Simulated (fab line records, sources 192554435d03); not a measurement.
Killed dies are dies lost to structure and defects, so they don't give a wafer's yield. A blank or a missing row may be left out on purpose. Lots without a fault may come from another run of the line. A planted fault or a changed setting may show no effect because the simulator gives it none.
Split-lot experiment | flow n5_finfet | 7 lots, 21 wafers read, on a route of 1938 steps

THE SPLIT
At N5_BEOL_M10_ETCH_41 (etches SiCN in CH3F/O2, target depth 42.6 nm, time 86 s), the setting source_w was moved away from the recipe's 395 W on 7 of the 21 wafers read, by -14.5% to +14.9%. The other wafers ran this setting at the recipe's value.

The reading is taken at the split's own step.

THE READING
rf_vpp_V, in V, at N5_BEOL_M10_ETCH_41 (etches SiCN in CH3F/O2, target depth 42.6 nm, time 86 s). Fault-free wafers of this fab line usually give 297.1 V, standard deviation 1.6 V.

wafer  | tool, chamber at the split | source_w as run, W | against the recipe | rf_vpp_V, V | against lot-mates on the recipe
L076.2 | rie_diel-05, 3             | 395                | recipe             | 297.9       | -
L076.4 | rie_diel-05, 1             | 395                | recipe             | 296.6       | -
L076.5 | rie_diel-05, 1             | 434.9              | +10.1%             | 286.4       | -10.9
L078.2 | rie_diel-06, 3             | 453.7              | +14.9%             | 282.9       | -16.2
L078.3 | rie_diel-06, 2             | 453.7              | +14.9%             | 283.5       | -15.6
L078.4 | rie_diel-06, 0             | 395                | recipe             | 299.1       | -
L079.4 | rie_diel-06, 1             | 395                | recipe             | 294.2       | -
L079.5 | rie_diel-06, 3             | 395                | recipe             | 295.9       | -
L079.6 | rie_diel-06, 2             | 337.6              | -14.5%             | 311.8       | +16.8
L081.1 | rie_diel-04, 3             | 362.8              | -8.2%              | 307.8       | +9.7
L081.2 | rie_diel-04, 1             | 362.8              | -8.2%              | 307.2       | +9.1
L081.6 | rie_diel-04, 2             | 395                | recipe             | 298.1       | -
L083.3 | rie_diel-04, 2             | 395                | recipe             | 296.0       | -
L083.4 | rie_diel-04, 0             | 438.1              | +10.9%             | 289.7       | -7.1
L083.5 | rie_diel-04, 1             | 395                | recipe             | 297.6       | -
L084.2 | rie_diel-05, 3             | 395                | recipe             | 297.3       | -
L084.3 | rie_diel-05, 1             | 395                | recipe             | 295.9       | -
L084.6 | rie_diel-05, 1             | 395                | recipe             | 297.1       | -
L096.2 | rie_diel-04, 0             | 395                | recipe             | 300.0       | -
L096.4 | rie_diel-04, 1             | 395                | recipe             | 297.9       | -
L096.5 | rie_diel-04, 3             | 395                | recipe             | 298.9       | -

THE FIT
A straight line over all 21 wafers: rf_vpp_V changes by -0.99 V for each +1% of source_w; r = -0.98; the points scatter about the line by 1.6 V.
The same after taking each lot's own level away (the mean of its wafers on the recipe; 21 wafers): -1.06 V for each +1%; r = -0.99; scatter 1.2 V.
On that fit, the largest move of source_w shifts the reading by 16 V.
The lots' own levels span 295.05 to 299.10 V, that is 2.5 times the standard deviation above.
So the lot-to-lot level changes the slope little: the two slopes agree.
Check: with one of the wafers moved furthest among these (+14.9%) left out of the fit, the line predicts -15.1 V for it against its lot-mates. It came out at -16.2 V against them.
Tool readings at the split's step, against how far the setting was moved: rf_vpp_V r = -0.98.

OTHER SPLITS ON THESE WAFERS
These wafers also went through other splits before the reading. Each is held against what the fit with the lots' levels taken away leaves over:
other split on the same wafers | wafers away from the commonest value | r with rf_vpp_V (lot level and that fit taken away)
N5_BEOL_M8_ETCH_66 source_w    | 2                                    | +0.10
N5_BEOL_M9_DESCUM_16 time_s    | 5                                    | +0.10

THE FILE'S OWN FIT
rf_vpp_V changes by -1.03 V for each +1% of source_w, r = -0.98.
